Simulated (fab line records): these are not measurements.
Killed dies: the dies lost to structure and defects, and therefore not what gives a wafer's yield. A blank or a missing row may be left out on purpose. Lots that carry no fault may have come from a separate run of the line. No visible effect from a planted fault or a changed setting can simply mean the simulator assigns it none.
Problem report, 8D (eight disciplines) form, completed by code | flow n5_finfet | the parts of the form that need people (team, actions taken, sign-off) are left out
Where a reading is given only as a bound, like >300, the bound stands for it, and a mean or a difference that rests on one is marked > or <: the true number lies beyond.

## 1. PROBLEM STATEMENT
A mean of 442 is read at N5_ZERO_LAYER_INSPECT_20 for raw_defect_count, taken on 1 wafer of 1 lot, against 39 (standard deviation 18) on wafers free of any fault. That puts it +22 standard deviations away from the usual mean.
The step: inspects for defects (darkfield).
The first sign was on wafer L606.4 at day 4 19:29, on defect_inspect-02. The record holds 23 wafers of 8 lots with a number at this step. The rule behind "out" and "out of limits": a value lying over 4 standard deviations away from the usual mean. The rest of the wafers with a number are treated as sound.

## 2. WHAT THIS IS AND IS NOT
question                    | is                | is not
which readings at this step | raw_defect_count  | -
which lots                  | L606              | L593, L594, L595, L600, L601, L610, L615
which wafers of those lots  | L606.4            | L606.2, L606.5
read on which gauges        | defect_inspect-02 | defect_inspect-01
when                        | from day 4 19:29  | up to then (16 sound wafers); but 6 sound wafers of L610, L615 came after

## 3. THE SUSPECTS, EACH WITH WHAT RULES IT OUT
Counting: a tool at a process step up to the reading stays a suspect if it ran every lot that is out. Sound lots after the first of them don't rule it out here, since some wafers of a struck lot are sound.
- ruled out: the gauge at N5_ZERO_LAYER_INSPECT_20. All the wafers that are out were read on defect_inspect-02, but those of them that N5_WELL_APT_INSPECT_10 has rows for are out there too, on other tools.
- rie_diel-02 at N5_ZERO_LAYER_ETCH_17 (etches SiO2 in CF4, target depth 12 nm, time 13.3 s): kept. L606, the lot that is out, went through it at day 4 18:53; up to then, the latest sound lot through it was L600 at day 3 06:52.
- plasma_asher-01 at N5_ZERO_LAYER_STRIP_24 (strips in O2): kept. L606, the lot that is out, went through it at day 4 19:04; up to then, the latest sound lot through it was L600 at day 3 07:02.
- Within rie_diel-02 at N5_ZERO_LAYER_ETCH_17, the wafers that are out were processed in chamber 2 and their sound lot-mates in chamber 0.
- Within plasma_asher-01 at N5_ZERO_LAYER_STRIP_24, the wafers that are out were processed in chamber 0 and their sound lot-mates in chamber 1.
After counting, rie_diel-02 at N5_ZERO_LAYER_ETCH_17 and plasma_asher-01 at N5_ZERO_LAYER_STRIP_24 remain.

## 4. THE CAUSE (what the simulator had put in)
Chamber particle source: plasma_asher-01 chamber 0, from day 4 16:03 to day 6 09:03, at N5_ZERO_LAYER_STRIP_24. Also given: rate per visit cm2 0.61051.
Of the 2 suspects that counting leaves, this tool is one.

## 5. THE CHAIN OF EFFECTS, in route order
Each row: a reading where the mean over the struck wafers with a number is more than 3 standard deviations away from the usual. Scope: only readings with a usual standard deviation given in the record; hours: median across lots of the time from each lot's start at the first step in this table that gives one to its start at this step; sigmas: change in usual standard deviations.
hours | step                     | reading              | usual  | on struck wafers | change | sigmas
0     | N5_ZERO_LAYER_INSPECT_20 | raw_defect_count     | 39     | 442              | +403   | +22
0     | N5_WELL_APT_INSPECT_10   | raw_defect_count     | 2.1    | >300             | >+298  | +99 or more
3     | N5_WELL_APT_INSPECT_38   | raw_defect_count     | 14     | 403              | +389   | +65
252   | N5_PASSIVATION_PROBE_49  | defect_limited_yield | 91.3 % | 84.0             | -7.3   | -4.9
252   | N5_PASSIVATION_PROBE_49  | killed_at_front_end  | 39     | 126              | +87    | +7.9
252   | N5_PASSIVATION_PROBE_49  | killed_dies          | 103    | 189              | +86    | +5.1
252   | N5_PASSIVATION_PROBE_49  | killed_on_rim        | 14     | 27               | +13    | +3.2
252   | N5_PASSIVATION_PROBE_49  | sort_bin_5_function  | 5.1 %  | 10.3             | +5.2   | +5.5
252   | N5_PASSIVATION_PROBE_49  | sort_n_pass          | 1077   | 991              | -86    | -5.1
252   | N5_PASSIVATION_PROBE_49  | sort_yield_pct       | 91.3 % | 84.0             | -7.3   | -4.9
It contains these process steps:
- N5_PASSIVATION_PROBE_49
Later measuring or inspecting steps at which every struck wafer that the step has a row for has a number for every such reading, and none has moved that far: N5_WELL_APT_OVL_MEAS_09, N5_BEOL_M4_RC_MEAS_101.

## 6. HOW IT WOULD HAVE BEEN CAUGHT EARLIER
In this record the first reading out of limits at a measuring or inspecting step was taken at day 4 19:29, 3 hours after the fault began at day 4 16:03.
An alarm limit of 4 standard deviations would not have fired on the tool readings at N5_ZERO_LAYER_STRIP_24 for which the record gives a usual standard deviation, since none of them was out on any struck wafer.
Each of the lots that are out, 1 in all, had begun N5_ZERO_LAYER_STRIP_24 on plasma_asher-01 no later than day 4 19:29. Tool hold at that time: it would have spared none of them.
